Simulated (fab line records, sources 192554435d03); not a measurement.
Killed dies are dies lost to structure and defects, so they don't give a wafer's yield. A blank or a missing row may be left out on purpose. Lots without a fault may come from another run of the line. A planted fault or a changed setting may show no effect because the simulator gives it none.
Which tool did it? | flow n5_finfet | 9 lots, 27 wafers sampled, at 1 step of a route of 1938

WHAT THE GAUGES READ, wafer by wafer
N5_BEOL_M4_RC_MEAS_101. Usual: DIBL_N 36.3 mV/V, standard deviation 1.8; DIBL_P 36.5 mV/V, standard deviation 2.1; IOFF_N 0.16 nA/um, standard deviation 0.031; IOFF_P 0.22 nA/um, standard deviation 0.038; ION_N 677 uA/um, standard deviation 12; ION_P 466 uA/um, standard deviation 7.8; SS_N 71.5 mV/dec, standard deviation 0.61; SS_P 73.2 mV/dec, standard deviation 0.7; VT_N 249 mV, standard deviation 3; VT_P -248.9 mV, standard deviation 3.
lot  | measured     | on        | DIBL_N (mV/V)  | DIBL_P (mV/V)  | IOFF_N (nA/um) | IOFF_P (nA/um) | ION_N (uA/um) | ION_P (uA/um) | SS_N (mV/dec)  | SS_P (mV/dec)  | VT_N (mV)   | VT_P (mV)            | flag
L347 | day 8 17:48  | prober-02 | 32.9 38.3 37.4 | 32.6 39.2 38.4 | 0.10 0.17 0.18 | 0.14 0.22 0.21 | 663 668 686   | 462 453 469   | 70.6 72.1 71.9 | 72.1 73.9 72.8 | 254 249 249 | -253.9 -248.2 -249.4 |
L346 | day 8 19:02  | prober-02 | 34.6 36.4 34.8 | 35.1 37.0 34.2 | 0.14 0.17 0.13 | 0.22 0.24 0.21 | 676 682 662   | 472 474 464   | 71.2 70.5 71.4 | 73.5 73.3 72.3 | 251 246 252 | -245.7 -246.0 -249.5 |
L349 | day 9 09:10  | prober-02 | 35.9 36.7 36.4 | 36.8 37.7 37.2 | 0.15 0.17 0.16 | 0.20 0.22 0.20 | 667 664 687   | 456 459 463   | 72.2 72.4 71.9 | 73.3 73.4 73.5 | 250 252 248 | -249.2 -251.5 -251.7 |
L357 | day 11 08:43 | prober-02 | 35.6 35.2 36.9 | 34.6 34.5 36.5 | 0.15 0.15 0.18 | 0.21 0.21 0.25 | 664 675 675   | 460 466 463   | 70.8 70.6 71.5 | 72.6 73.3 73.8 | 251 250 248 | -247.7 -248.2 -245.0 |
L358 | day 11 09:18 | prober-01 | 37.9 34.4 35.5 | 38.5 33.2 34.8 | 0.17 0.11 0.13 | 0.26 0.18 0.20 | 681 655 670   | 468 456 465   | 71.8 70.1 70.9 | 73.0 71.7 72.9 | 249 257 253 | -246.4 -253.3 -249.0 |
L359 | day 11 23:54 | prober-01 | 37.1 38.7 38.9 | 35.6 37.7 38.3 | 0.15 0.19 0.18 | 0.21 0.25 0.27 | 672 687 679   | 465 471 467   | 72.3 72.5 72.9 | 73.7 73.8 73.5 | 253 250 250 | -248.6 -247.8 -247.4 |
L362 | day 12 03:20 | prober-01 | 36.0 35.6 37.9 | 35.1 34.4 37.3 | 0.14 0.13 0.18 | 0.21 0.20 0.24 | 665 664 685   | 461 459 462   | 70.5 71.0 71.1 | 71.8 72.4 73.0 | 251 253 249 | -251.0 -252.6 -247.0 |
L366 | day 13 12:35 | prober-02 | 33.1 34.5 35.5 | 33.0 34.4 35.7 | 0.12 0.14 0.16 | 0.19 0.21 0.23 | 661 685 669   | 466 470 469   | 70.7 70.8 70.9 | 71.9 73.4 72.7 | 255 251 248 | -247.7 -247.6 -248.0 |
L368 | day 14 04:28 | prober-01 | 36.1 36.2 36.2 | 36.8 36.5 37.3 | 0.17 0.16 0.16 | 0.23 0.23 0.25 | 682 682 683   | 469 475 467   | 71.8 71.7 71.4 | 73.2 72.9 73.1 | 248 248 249 | -249.1 -246.7 -244.5 |

WHICH TOOL RAN EACH LOT (tool, then ch and the chambers of the sampled wafers, then the start)
The record holds no process step before these readings.

WHAT THE TOOLS THEMSELVES READ (means of the sampled wafers that have a number; where no wafer has one, the mark that the record gives instead)
The record holds no such reading with a usual standard deviation.

THE ANSWER, worked out from the rows above alone
Rule: a lot is off if the mean of its wafers that have a number lies more than 3 standard deviations from the usual mean. A lot without any number at a reading at which 4 lots or more have one is off too. The other lots that the step has rows for count as sound. The gauges are gone through in route order, then the tools' own readings, and for those a lot's mean is taken as printed above. The first step at which some lot is off is used, and at that step the reading that is off furthest; a lot without a number counts as furthest.
No lot is off at any reading shown: from this, nothing can be told.

WHAT THE SIMULATOR HAD PUT IN
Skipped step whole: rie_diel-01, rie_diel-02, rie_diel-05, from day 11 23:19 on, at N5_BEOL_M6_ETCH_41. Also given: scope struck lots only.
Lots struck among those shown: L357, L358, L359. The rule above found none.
